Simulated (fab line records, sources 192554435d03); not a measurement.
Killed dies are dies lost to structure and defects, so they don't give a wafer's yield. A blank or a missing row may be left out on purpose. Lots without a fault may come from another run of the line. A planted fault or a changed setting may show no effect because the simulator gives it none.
fab line records | flow n5_finfet
record lots=24 wafers=72 last_day=18
route steps=1938 shown BEOL_M5@1128 BEOL_M6@1194
lots that met no fault: from a run of the same line without faults
start_h: hours from the record's first day to the start of the lot's first wafer shown | wait_h: hours since the lot's step before | " the same as in the row above | L1.1+2: a row that stands for several wafers | - no value, or no start given | * or withheld: withheld | < > ~ a bound
route shown NAME@n: a module of which the file shows steps, and the number in the route of the first | usual: mean/standard deviation of fault-free wafers | same: alike in all rows | chamber/n: place in a boat | sites: the reading at each site | _std_site: their standard deviation | _edge_site: outer sites' mean less inner sites' | radius_mm: how far each site lies from the wafer's centre | mask NAME#n: copy n | behind: the tool/chamber that last shaped the wafer | hold: why the lot was held/for how many hours/how that ended | device: the transistor (n, p or np) that didn't switch | end of line: the same wafers' tests at the end of the route | a step without rows: its recipe alone | killed: dies lost to structure and defects at the first sort, not the wafer's yield | map: a wafer's dies, x killed, . not, _ none there
set.NAME: the setting as run; set.NAME@STEP: as run at that earlier step | model.NAME: the simulator's own value behind a step, which no gauge read
steps of the route over a sample of lots; a table a step, a row a wafer
services: from which hour (start_h, from the record's first day; less than 0 if before it) a tool's chamber was out of use, for how many hours, and why
## steps
# step N5_BEOL_M5_INSPECT_13
# recipe mode=adi inspect_instrument=brightfield
# usual raw_defect_count=467/110
# columns lot.wafer tool chamber start_h wait_h raw_defect_count
L074.2 defect_inspect-01 - 185.78 0.0 536
L074.5 " - " " 381
L074.6 " - " " 470
L076.3 defect_inspect-02 - 191.08 0.0 430
L076.5 " - " " 340
L076.6 " - " " 459
L077.1 defect_inspect-02 - 192.39 0.1 326
L077.3 " - " " 413
L077.6 " - " " 421
L075.1 defect_inspect-01 - 194.71 0.1 384
L075.2 " - " " 369
L075.6 " - " " 423
L079.1 defect_inspect-02 - 198.30 0.1 422
L079.4 " - " " 607
L079.5 " - " " 477
L078.1 defect_inspect-02 - 203.73 0.1 676
L078.2 " - " " 758
L078.6 " - " " 493
L080.3 defect_inspect-02 - 204.40 0.0 648
L080.4 " - " " 470
L080.5 " - " " 443
L081.1 defect_inspect-01 - 226.27 0.1 328
L081.2 " - " " 274
L081.5 " - " " 339
L082.2 defect_inspect-02 - 229.39 0.0 502
L082.5 " - " " 462
L082.6 " - " " 615
L083.2 defect_inspect-01 - 232.72 0.0 542
L083.4 " - " " 448
L083.6 " - " " 458
L084.1 defect_inspect-02 - 233.08 0.1 448
L084.3 " - " " 567
L084.5 " - " " 587
L086.3 defect_inspect-01 - 259.83 0.0 277
L086.5 " - " " 289
L086.6 " - " " 249
L088.2 defect_inspect-01 - 260.00 0.0 627
L088.3 " - " " 508
L088.6 " - " " 702
L087.2 defect_inspect-02 - 262.28 0.0 397
L087.4 " - " " 387
L087.5 " - " " 522
L085.3 defect_inspect-02 - 262.79 0.0 408
L085.4 " - " " 700
L085.5 " - " " 486
L090.1 defect_inspect-01 - 264.96 0.1 344
L090.2 " - " " 350
L090.3 " - " " 416
L089.1 defect_inspect-01 - 266.16 0.1 300
L089.3 " - " " 385
L089.4 " - " " 432
L092.2 defect_inspect-01 - 276.73 0.0 620
L092.4 " - " " 598
L092.5 " - " " 537
L091.2 defect_inspect-02 - 283.60 0.0 548
L091.4 " - " " 668
L091.6 " - " " 500
L093.2 defect_inspect-01 - 299.73 0.0 343
L093.3 " - " " 358
L093.4 " - " " 437
L095.4 defect_inspect-02 - 299.91 0.0 530
L095.5 " - " " 501
L095.6 " - " " 585
L094.3 defect_inspect-01 - 300.33 0.0 366
L094.4 " - " " 420
L094.6 " - " " 495
L096.2 defect_inspect-02 - 312.50 0.0 451
L096.3 " - " " 391
L096.5 " - " " 569
L097.1 defect_inspect-01 - 334.53 0.1 384
L097.4 " - " " 370
L097.5 " - " " 476
# step N5_BEOL_M5_ETCH_62
# recipe chemistry=N2/H2 target=SOC target_depth_a=750 overetch_a=150 mask_material=SiARC temp_c=40 time_s=112.5 ion_energy_ev=200 pressure_mtorr=30 source_w=840 bias_w=150 n2_flow_sccm=200 h2_flow_sccm=200
# usual drypump_motor_current_A=5.8/0.61 oes_product_au=0.62/0.067 rf_vpp_V=523.7/2.3 showerhead_plenum_p_Torr=2.53/0.078 throttle_valve_pct=17.8/0.36
# columns lot.wafer tool chamber start_h wait_h drypump_motor_current_A oes_product_au rf_hours_counter_h rf_vpp_V showerhead_plenum_p_Torr throttle_valve_pct
L074.2 rie_diel-04 1 185.90 0.0 5.3 0.65 90 521.4 2.46 17.5
L074.5 " 3 " " 6.3 0.58 - 522.7 2.51 17.7
L074.6 " 2 " " 5.2 0.61 - 522.3 2.54 17.5
L076.3 rie_diel-03 3 191.24 0.0 5.8 0.62 98 524.3 2.58 17.7
L076.5 " 0 " " 5.1 0.56 - 521.6 2.49 18.1
L076.6 " 1 " " 6.4 0.55 - 525.6 2.62 17.6
L077.1 rie_diel-04 2 192.51 0.0 5.2 0.60 151 522.0 2.54 17.5
L077.3 " 0 " " 6.0 0.60 134 519.4 2.36 17.9
L077.6 " 2 " " 5.2 0.60 - 524.1 2.54 17.5
L075.1 rie_diel-02 1 194.83 0.0 6.6 0.56 206 526.8 2.64 18.1
L075.2 " 2 " " 4.6 0.75 6 524.4 2.60 17.6
L075.6 " 0 " " 5.8 0.55 - 525.9 2.63 18.5
L079.1 rie_diel-04 0 198.42 0.0 5.9 0.59 136 519.6 2.36 17.9
L079.4 " 2 " " 5.2 0.59 153 522.9 2.54 17.5
L079.5 " 2 " " 5.2 0.59 - 524.6 2.54 17.5
L078.1 rie_diel-02 0 203.85 0.0 5.8 0.56 229 526.0 2.63 18.5
L078.2 " 1 " " 6.6 0.55 209 526.5 2.64 18.1
L078.6 " 0 " " 5.8 0.56 - 526.1 2.63 18.5
L080.3 rie_diel-02 0 204.54 0.0 5.8 0.56 230 526.1 2.63 18.5
L080.4 " 2 " " 4.7 0.73 8 525.3 2.60 17.6
L080.5 " 2 " " 4.7 0.73 - 525.2 2.60 17.6
L081.1 rie_diel-03 0 226.46 0.0 5.1 0.55 247 522.1 2.49 18.1
L081.2 " 2 " " 5.6 0.58 218 523.4 2.50 18.0
L081.5 " 1 " " 6.3 0.55 - 527.1 2.61 17.6
L082.2 rie_diel-02 1 229.50 0.0 6.6 0.55 217 525.4 2.63 18.1
L082.5 " 3 " " 6.6 0.66 - 521.4 2.46 17.3
L082.6 " 2 " " 4.6 0.72 - 524.9 2.59 17.6
L083.2 rie_diel-04 1 232.83 0.0 5.3 0.65 99 522.7 2.46 17.6
L083.4 " 2 " " 5.2 0.58 164 522.3 2.53 17.5
L083.6 " 0 " " 5.9 0.58 - 517.8 2.36 17.9
L084.1 rie_diel-02 0 233.22 0.0 5.7 0.56 238 525.2 2.63 18.5
L084.3 " 3 " " 6.6 0.66 63 521.5 2.46 17.3
L084.5 " 0 " " 5.8 0.55 - 526.1 2.62 18.5
L086.3 rie_diel-03 3 259.95 0.0 5.8 0.61 120 524.9 2.57 17.8
L086.5 " 3 " " 5.8 0.60 - 522.9 2.57 17.7
L086.6 " 0 " " 5.1 0.77 - 521.6 2.49 17.7
L088.2 rie_diel-02 3 260.15 0.0 6.6 0.66 71 522.6 2.45 17.3
L088.3 " 2 " " 4.7 0.70 26 526.9 2.59 17.6
L088.6 " 3 " " 6.6 0.66 - 521.6 2.45 17.3
L087.2 rie_diel-02 2 262.78 0.0 4.7 0.70 26 524.4 2.59 17.6
L087.4 " 0 " " 5.8 0.55 245 525.0 2.62 18.5
L087.5 " 0 " " 5.8 0.55 - 524.4 2.62 18.5
L085.3 rie_diel-02 2 263.00 0.0 4.6 0.70 26 526.2 2.59 17.6
L085.4 " 3 " " 6.6 0.66 72 521.8 2.45 17.3
L085.5 " 0 " " 5.7 0.55 - 525.4 2.62 18.5
L090.1 rie_diel-04 3 265.11 0.0 6.2 0.56 228 522.0 2.50 17.8
L090.2 " 1 " " 5.3 0.64 109 520.5 2.45 17.6
L090.3 " 2 " " 5.2 0.58 174 522.6 2.53 17.5
L089.1 rie_diel-04 3 266.27 0.0 6.2 0.56 228 522.6 2.50 17.8
L089.3 " 1 " " 5.3 0.63 110 521.0 2.45 17.6
L089.4 " 0 " " 5.9 0.58 156 516.4 2.35 17.9
L092.2 rie_diel-04 3 276.94 0.0 6.2 0.56 231 522.8 2.50 17.8
L092.4 " 2 " " 5.2 0.58 178 523.8 2.52 17.5
L092.5 " 3 " " 6.3 0.56 - 523.6 2.50 17.8
L091.2 rie_diel-02 3 283.71 0.0 6.6 0.65 81 521.2 2.45 17.3
L091.4 " 3 " " 6.6 0.65 - 521.5 2.45 17.3
L091.6 " 2 " " 4.6 0.69 - 525.1 2.59 17.7
L093.2 rie_diel-03 3 299.85 0.0 5.8 0.59 130 523.9 2.56 17.8
L093.3 " 0 " " 5.1 0.75 8 523.5 2.49 17.7
L093.4 " 2 " " 5.6 0.57 238 523.6 2.49 18.1
L095.4 rie_diel-03 1 300.07 0.0 6.3 0.74 5 525.2 2.60 17.2
L095.5 " 1 " " 6.3 0.74 - 525.0 2.60 17.2
L095.6 " 0 " " 5.1 0.74 - 522.6 2.49 17.7
L094.3 rie_diel-02 3 300.64 0.0 6.6 0.64 87 521.9 2.45 17.3
L094.4 " 2 " " 4.7 0.68 41 527.2 2.58 17.7
L094.6 " 3 " " 6.6 0.65 - 522.0 2.45 17.3
L096.2 rie_diel-03 1 312.61 0.0 6.3 0.72 9 526.7 2.60 17.2
L096.3 " 0 " " 5.1 0.74 11 523.4 2.48 17.7
L096.5 " 1 " " 6.3 0.73 - 527.3 2.60 17.2
L097.1 rie_diel-03 2 334.64 0.0 5.6 0.55 250 522.6 2.48 18.1
L097.4 " 3 " " 5.8 0.59 - 525.4 2.56 17.8
L097.5 " 2 " " 5.6 0.56 - 521.5 2.48 18.1
# step N5_BEOL_M5_SPUTTER_48
# recipe material=Cu target_thk_a=150 temp_c=-20 chamber_pressure_pa=0.07 power_w=withheld time_s=27.62
# usual throttle_valve_pct=29.8/0.85
# columns lot.wafer tool chamber start_h wait_h throttle_valve_pct
L074.2 pvd_sputter-01 - 191.47 0.2 29.5
L074.5 " - " " 30.4
L074.6 " - " " 27.8
L076.3 pvd_sputter-01 - 197.80 0.1 29.3
L076.5 " - " " 30.2
L076.6 " - " " 28.0
L077.1 pvd_sputter-03 - 198.63 0.2 30.9
L077.3 " - " " 30.8
L077.6 " - " " 30.7
L075.1 pvd_sputter-02 - 200.40 1.5 28.8
L075.2 " - " " 31.0
L075.6 " - " " 30.7
L079.1 pvd_sputter-03 - 205.36 0.1 31.1
L079.4 " - " " 30.1
L079.5 " - " " 30.8
L080.3 pvd_sputter-02 - 207.87 0.1 29.5
L080.4 " - " " 29.4
L080.5 " - " " 29.4
L078.1 pvd_sputter-01 - 207.89 0.1 29.5
L078.2 " - " " 29.8
L078.6 " - " " 29.7
L081.1 pvd_sputter-01 - 230.88 0.8 30.4
L081.2 " - " " 28.3
L081.5 " - " " 30.1
L082.2 pvd_sputter-03 - 234.88 1.6 31.1
L082.5 " - " " 30.8
L082.6 " - " " 30.9
L083.2 pvd_sputter-01 - 236.61 0.1 29.2
L083.4 " - " " 30.5
L083.6 " - " " 28.0
L084.1 pvd_sputter-02 - 236.73 0.1 30.5
L084.3 " - " " 28.9
L084.5 " - " " 29.7
L086.3 pvd_sputter-03 - 264.30 0.1 30.6
L086.5 " - " " 31.0
L086.6 " - " " 30.6
L088.2 pvd_sputter-02 - 264.68 0.4 29.5
L088.3 " - " " 28.8
L088.6 " - " " 29.6
L087.2 pvd_sputter-01 - 265.91 0.1 29.4
L087.4 " - " " 28.0
L087.5 " - " " 29.6
L085.3 pvd_sputter-02 - 269.50 0.1 29.8
L085.4 " - " " 28.9
L085.5 " - " " 29.5
L090.1 pvd_sputter-01 - 271.18 0.2 29.3
L090.2 " - " " 29.4
L090.3 " - " " 28.2
L089.1 pvd_sputter-03 - 273.55 2.2 30.8
L089.3 " - " " 31.0
L089.4 " - " " 31.0
L092.2 pvd_sputter-01 - 280.75 0.1 29.4
L092.4 " - " " 28.0
L092.5 " - " " 30.5
L091.2 pvd_sputter-01 - 287.95 0.1 29.3
L091.4 " - " " 28.4
L091.6 " - " " 30.4
L095.4 pvd_sputter-02 - 304.83 0.1 30.8
L095.5 " - " " 29.4
L095.6 " - " " 30.7
L093.2 pvd_sputter-01 - 305.05 0.1 29.2
L093.3 " - " " 28.0
L093.4 " - " " 29.6
L094.3 pvd_sputter-03 - 305.56 0.2 30.0
L094.4 " - " " 30.8
L094.6 " - " " 31.0
L096.2 pvd_sputter-01 - 316.05 0.2 30.5
L096.3 " - " " 29.4
L096.5 " - " " 29.5
L097.1 pvd_sputter-02 - 338.46 0.2 29.7
L097.4 " - " " 30.7
L097.5 " - " " 29.1
# step N5_BEOL_M5_SPUTTER_83
# recipe material=Cu target_thk_a=150 temp_c=-20 chamber_pressure_pa=0.07 power_w=withheld time_s=27.62
# usual throttle_valve_pct=29.8/0.84
# columns lot.wafer tool chamber start_h wait_h throttle_valve_pct
L074.2 pvd_sputter-01 - 193.65 0.5 29.3
L074.5 " - " " 30.4
L074.6 " - " " 28.3
L076.3 pvd_sputter-01 - 199.97 0.5 29.5
L076.5 " - " " 30.1
L076.6 " - " " 28.1
L077.1 pvd_sputter-03 - 200.80 0.5 31.0
L077.3 " - " " 31.0
L077.6 " - " " 30.5
L075.1 pvd_sputter-02 - 202.57 0.5 28.9
L075.2 " - " " 30.6
L075.6 " - " " 30.9
L079.1 pvd_sputter-03 - 207.54 0.5 31.0
L079.4 " - " " 30.1
L079.5 " - " " 30.9
L080.3 pvd_sputter-02 - 210.04 0.5 29.7
L080.4 " - " " 29.4
L080.5 " - " " 29.5
L078.1 pvd_sputter-01 - 210.06 0.5 29.8
L078.2 " - " " 29.2
L078.6 " - " " 29.4
L081.1 pvd_sputter-01 - 233.06 0.5 30.2
L081.2 " - " " 28.1
L081.5 " - " " 30.4
L083.2 pvd_sputter-01 - 238.78 0.5 29.3
L083.4 " - " " 30.1
L083.6 " - " " 28.0
L084.1 pvd_sputter-02 - 238.90 0.5 30.8
L084.3 " - " " 28.9
L084.5 " - " " 29.6
L082.2 pvd_sputter-03 - 241.18 0.5 31.0
L082.5 " - " " 30.6
L082.6 " - " " 30.7
L086.3 pvd_sputter-03 - 266.48 0.5 30.7
L086.5 " - " " 30.9
L086.6 " - " " 30.7
L088.2 pvd_sputter-02 - 266.85 0.5 29.5
L088.3 " - " " 28.8
L088.6 " - " " 29.5
L087.2 pvd_sputter-01 - 268.09 0.5 29.5
L087.4 " - " " 28.2
L087.5 " - " " 29.6
L085.3 pvd_sputter-02 - 271.68 0.5 29.6
L085.4 " - " " 28.6
L085.5 " - " " 29.6
L090.1 pvd_sputter-01 - 273.35 0.5 29.4
L090.2 " - " " 29.5
L090.3 " - " " 28.0
L089.1 pvd_sputter-03 - 275.72 0.5 30.6
L089.3 " - " " 31.1
L089.4 " - " " 31.0
L092.2 pvd_sputter-01 - 282.92 0.5 29.3
L092.4 " - " " 28.2
L092.5 " - " " 30.2
L091.2 pvd_sputter-01 - 290.12 0.5 29.5
L091.4 " - " " 28.3
L091.6 " - " " 30.2
L095.4 pvd_sputter-02 - 307.00 0.5 30.8
L095.5 " - " " 29.6
L095.6 " - " " 30.5
L093.2 pvd_sputter-01 - 307.23 0.5 29.1
L093.3 " - " " 28.1
L093.4 " - " " 29.6
L094.3 pvd_sputter-03 - 307.73 0.5 30.2
L094.4 " - " " 31.1
L094.6 " - " " 31.2
L096.2 pvd_sputter-01 - 318.23 0.5 30.3
L096.3 " - " " 29.3
L096.5 " - " " 29.5
L097.1 pvd_sputter-02 - 340.72 0.5 29.8
L097.4 " - " " 30.8
L097.5 " - " " 29.1
# step N5_BEOL_M6_ILD_DEP_00
# recipe material=SiCOH_lowk target_thk_a=1797.5 temp_c=300 precursor=DEMS/porogen pressure_torr=5 rf_w=500 time_s=33.4
# usual chamber_pressure_Torr=5.000/0.011 heater_power_w=299/33 showerhead_plenum_p_Torr=5.738/0.013 throttle_valve_pct=14.0/0.68
# columns lot.wafer tool chamber start_h wait_h chamber_pressure_Torr heater_power_w showerhead_plenum_p_Torr throttle_valve_pct
L074.2 pecvd-02 2 197.01 0.0 5.020 301 5.747 14.0
L074.5 " 2 " " 5.009 296 5.727 13.9
L074.6 " 1 " " 5.002 297 5.735 14.0
L076.3 pecvd-02 1 203.27 0.0 4.987 294 5.717 13.8
L076.5 " 1 " " 4.990 301 5.736 13.6
L076.6 " 0 " " 5.004 262 5.757 14.9
L077.1 pecvd-02 0 204.09 0.0 4.999 255 5.756 15.0
L077.3 " 1 " " 5.003 309 5.727 13.7
L077.6 " 0 " " 5.004 261 5.745 14.8
L075.1 pecvd-02 1 206.06 0.1 5.003 282 5.725 13.7
L075.2 " 0 " " 4.999 243 5.733 15.1
L075.6 " 2 " " 4.996 309 5.731 13.9
L079.1 pecvd-03 2 212.59 0.0 4.999 319 5.740 14.3
L079.4 " 1 " " 4.992 346 5.744 15.0
L079.5 " 2 " " 5.005 323 5.746 14.2
L080.3 pecvd-04 0 213.33 0.0 5.021 294 5.747 13.6
L080.4 " 0 " " 5.016 302 5.771 13.8
L080.5 " 2 " " 5.005 261 5.739 12.6
L078.1 pecvd-03 2 213.44 0.0 4.985 303 5.759 14.2
L078.2 " 1 " " 5.014 317 5.738 14.6
L078.6 " 1 " " 5.018 332 5.737 14.5
L081.1 pecvd-02 0 236.59 0.0 5.023 236 5.739 15.0
L081.2 " 1 " " 4.976 317 5.731 13.5
L081.5 " 0 " " 5.015 239 5.744 15.0
L083.2 pecvd-03 1 242.09 0.0 5.011 340 5.756 14.8
L083.4 " 0 " " 4.975 265 5.754 13.6
L083.6 " 1 " " 4.996 355 5.766 14.6
L084.1 pecvd-04 0 242.34 0.0 4.997 329 5.737 13.8
L084.3 " 1 " " 4.989 285 5.722 13.2
L084.5 " 0 " " 4.993 322 5.761 13.4
L082.2 pecvd-03 1 244.53 0.0 5.000 367 5.731 14.3
L082.5 " 0 " " 4.993 277 5.745 13.8
L082.6 " 1 " " 5.003 287 5.745 14.7
L086.3 pecvd-02 2 269.77 0.0 4.991 291 5.741 14.1
L086.5 " 1 " " 5.000 301 5.728 13.7
L086.6 " 0 " " 4.984 268 5.748 15.1
L088.2 pecvd-02 1 270.20 0.0 4.985 343 5.712 13.6
L088.3 " 0 " " 4.991 265 5.744 14.9
L088.6 " 0 " " 5.003 268 5.740 14.8
L087.2 pecvd-03 2 271.73 0.0 5.008 323 5.753 12.8
L087.4 " 0 " " 4.988 273 5.737 13.5
L087.5 " 2 " " 4.997 331 5.744 13.1
L085.3 pecvd-04 0 274.98 0.0 5.008 318 5.747 13.7
L085.4 " 1 " " 4.989 296 5.720 13.0
L085.5 " 2 " " 4.997 209 5.729 12.5
L090.1 pecvd-02 0 276.65 0.0 4.992 265 5.742 14.9
L090.2 " 2 " " 4.998 283 5.738 14.3
L090.3 " 1 " " 4.996 283 5.722 13.6
L089.1 pecvd-04 1 281.44 0.0 5.003 290 5.716 13.4
L089.3 " 0 " " 4.994 356 5.742 13.7
L089.4 " 2 " " 4.994 273 5.734 12.8
L092.2 pecvd-03 1 286.72 0.0 4.981 354 5.751 14.7
L092.4 " 0 " " 5.008 277 5.753 13.9
L092.5 " 2 " " 4.996 311 5.738 13.0
L091.2 pecvd-03 2 296.01 0.0 5.002 344 5.737 12.6
L091.4 " 1 " " 5.014 338 5.741 14.7
L091.6 " 2 " " 4.995 335 5.733 13.0
L095.4 pecvd-02 1 310.33 0.1 5.006 329 5.723 13.8
L095.5 " 2 " " 4.991 313 5.722 14.1
L095.6 " 0 " " 4.997 273 5.743 14.9
L093.2 pecvd-02 2 310.56 0.0 5.021 331 5.715 14.2
L093.3 " 0 " " 5.006 237 5.771 15.1
L093.4 " 1 " " 4.993 320 5.723 14.1
L094.3 pecvd-03 0 311.09 0.0 5.018 272 5.750 13.7
L094.4 " 0 " " 5.003 276 5.736 13.7
L094.6 " 1 " " 4.995 360 5.732 14.6
L096.2 pecvd-02 1 325.61 0.0 5.018 323 5.736 13.7
L096.3 " 1 " " 5.007 328 5.745 13.8
L096.5 " 1 " " 5.007 329 5.728 13.7
L097.1 pecvd-02 0 344.28 0.0 5.008 244 5.758 15.2
L097.4 " 2 " " 4.992 315 5.734 14.7
L097.5 " 1 " " 5.013 316 5.731 13.9
# step N5_BEOL_M6_HM_DEP_02
# recipe material=TiN target_thk_a=200 temp_c=25 chamber_pressure_pa=0.49996
# usual throttle_valve_pct=29.9/0.87
# columns lot.wafer tool chamber start_h wait_h throttle_valve_pct
L074.2 pvd_sputter-03 - 197.77 0.1 30.8
L074.5 " - " " 31.0
L074.6 " - " " 30.6
L076.3 pvd_sputter-03 - 204.71 0.4 31.0
L076.5 " - " " 30.9
L076.6 " - " " 30.0
L077.1 pvd_sputter-02 - 207.36 1.2 29.4
L077.3 " - " " 28.9
L077.6 " - " " 30.7
L075.1 pvd_sputter-01 - 207.71 0.1 29.4
L075.2 " - " " 29.6
L075.6 " - " " 30.4
L079.1 pvd_sputter-01 - 215.12 1.4 28.1
L079.4 " - " " 29.4
L079.5 " - " " 29.5
L080.3 pvd_sputter-03 - 215.15 1.2 31.0
L080.4 " - " " 30.7
L080.5 " - " " 30.0
L078.1 pvd_sputter-02 - 215.33 0.6 30.7
L078.2 " - " " 28.9
L078.6 " - " " 30.8
L081.1 pvd_sputter-02 - 241.25 4.0 30.6
L081.2 " - " " 29.0
L081.5 " - " " 29.4
L083.2 pvd_sputter-02 - 243.61 0.9 30.6
L083.4 " - " " 29.0
L083.6 " - " " 30.9
L084.1 pvd_sputter-03 - 243.69 0.7 31.1
L084.3 " - " " 30.6
L084.5 " - " " 30.1
L082.2 pvd_sputter-01 - 246.93 1.8 28.2
L082.5 " - " " 29.5
L082.6 " - " " 29.4
L086.3 pvd_sputter-01 - 270.84 0.4 30.5
L086.5 " - " " 28.1
L086.6 " - " " 29.5
L088.2 pvd_sputter-02 - 273.93 2.5 28.8
L088.3 " - " " 29.3
L088.6 " - " " 30.8
L087.2 pvd_sputter-02 - 274.19 1.8 29.8
L087.4 " - " " 29.3
L087.5 " - " " 31.0
L085.3 pvd_sputter-01 - 276.15 0.5 30.4
L085.4 " - " " 29.5
L085.5 " - " " 28.1
L090.1 pvd_sputter-02 - 277.41 0.1 30.8
L090.2 " - " " 29.9
L090.3 " - " " 29.1
L089.1 pvd_sputter-03 - 283.20 1.1 30.9
L089.3 " - " " 31.0
L089.4 " - " " 30.6
L092.2 pvd_sputter-02 - 287.64 0.3 30.7
L092.4 " - " " 29.5
L092.5 " - " " 29.1
L091.2 pvd_sputter-01 - 297.19 0.6 28.2
L091.4 " - " " 30.1
L091.6 " - " " 29.5
L095.4 pvd_sputter-01 - 312.12 1.2 29.5
L095.5 " - " " 29.2
L095.6 " - " " 30.3
L093.2 pvd_sputter-01 - 312.40 1.2 30.4
L093.3 " - " " 28.2
L093.4 " - " " 29.4
L094.3 pvd_sputter-01 - 313.36 1.6 28.2
L094.4 " - " " 30.5
L094.6 " - " " 29.5
L096.2 pvd_sputter-03 - 327.93 1.7 31.1
L096.3 " - " " 30.9
L096.5 " - " " 31.0
L097.1 pvd_sputter-03 - 348.31 3.4 30.0
L097.4 " - " " 30.9
L097.5 " - " " 31.1
## services
# columns tool chamber start_h hours kind
pecvd-03 0 191.30 24.5 repair
pecvd-02 - 192.70 1.1 repair
pecvd-03 - 203.51 6.0 pm
rie_diel-04 1 209.51 16.5 repair
pecvd-02 0 223.39 11.9 repair
pecvd-03 - 225.10 5.1 repair
rie_diel-02 0 238.33 5.8 repair
pecvd-02 - 246.63 2.5 repair
rie_diel-03 - 271.55 14.6 pm
rie_diel-02 0 274.53 - clean
rie_diel-02 0 274.53 - consumable_replace:focus_ring
rie_diel-02 0 274.53 14.8 scheduled_down
rie_diel-02 0 274.53 14.8 vent_cycle
pecvd-02 1 315.25 3.4 repair
rie_diel-03 0 318.78 21.1 repair
rie_diel-04 0 319.25 5.6 repair
pecvd-02 0 324.58 5.0 scheduled_down
pecvd-02 - 328.67 1.5 repair
rie_diel-02 1 330.24 - clean
rie_diel-02 1 330.24 - consumable_replace:focus_ring
rie_diel-02 1 330.24 18.0 scheduled_down
rie_diel-02 1 330.24 18.0 vent_cycle
pecvd-03 1 341.51 5.2 repair
pecvd-04 - 343.24 1.7 repair
## key
fault none
